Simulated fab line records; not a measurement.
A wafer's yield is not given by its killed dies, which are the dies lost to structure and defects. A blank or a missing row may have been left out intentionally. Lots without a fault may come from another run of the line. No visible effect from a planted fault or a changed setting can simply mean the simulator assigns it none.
The tool behind it: which one? + flow n5_finfet + 6 lots, 16 wafers sampled, at 2 steps of a route of 1938

== WHAT THE GAUGES SHOWED, per wafer ==
N5_BEOL_M8_OCD_MEAS_38.
| lot  | measured     | on     | trench_depth_nm (nm) |
|------|--------------|--------|----------------------|
| L532 | day 9 18:22  | ocd-01 | 91.8 93.1 95.7       |
| L536 | day 10 17:44 | ocd-02 | 92.7 94.2 92.5       |
| L545 | day 12 18:25 | ocd-01 | 92.4 93.9            |
| L551 | day 14 04:52 | ocd-01 | 93.1 93.0 95.6       |
| L553 | day 14 20:53 | ocd-01 | 94.8 94.3 93.6       |
| L555 | day 15 22:25 | ocd-02 | 93.5 93.0            |

== EACH LOT AND THE TOOL THAT RAN IT (in order: tool; ch and the chambers of the sampled wafers; start) ==
| lot  | N5_BEOL_M8_PECVD_70           |
|------|-------------------------------|
| L532 | pecvd-01 ch 1,2, day 9 14:14  |
| L536 | pecvd-01 ch 0,1, day 10 13:49 |
| L545 | pecvd-01 ch 0,1, day 12 13:26 |
| L551 | pecvd-04 ch 0,1, day 14 02:14 |
| L553 | pecvd-03 ch 0,2, day 14 14:41 |
| L555 | pecvd-01 ch 0,1, day 15 17:39 |
- N5_BEOL_M8_PECVD_70: deposits SiO2 from TEOS/O2, target thk 20 nm, time 22.7 s.

== THE ANSWER, worked out from the rows above alone ==
Rule: usual is defined by the lots themselves. Put in order of their means at a reading, lots are off if they are a third of the lots or fewer, leave a main group of 4 or more, and stand apart from it by a gap of 3 or more times the standard deviation of the main group's means; of several such gaps the widest counts. The tables above print the reading to a certain number of digits; a main group whose means all agree to those digits is not used. A lot without any number at a reading at which 4 lots or more have one is off too. Any other lot the step has rows for is counted as sound.
No lot is off on any of the readings shown, so nothing can be concluded from this.

== WHAT HAD BEEN PUT IN BY THE SIMULATOR ==
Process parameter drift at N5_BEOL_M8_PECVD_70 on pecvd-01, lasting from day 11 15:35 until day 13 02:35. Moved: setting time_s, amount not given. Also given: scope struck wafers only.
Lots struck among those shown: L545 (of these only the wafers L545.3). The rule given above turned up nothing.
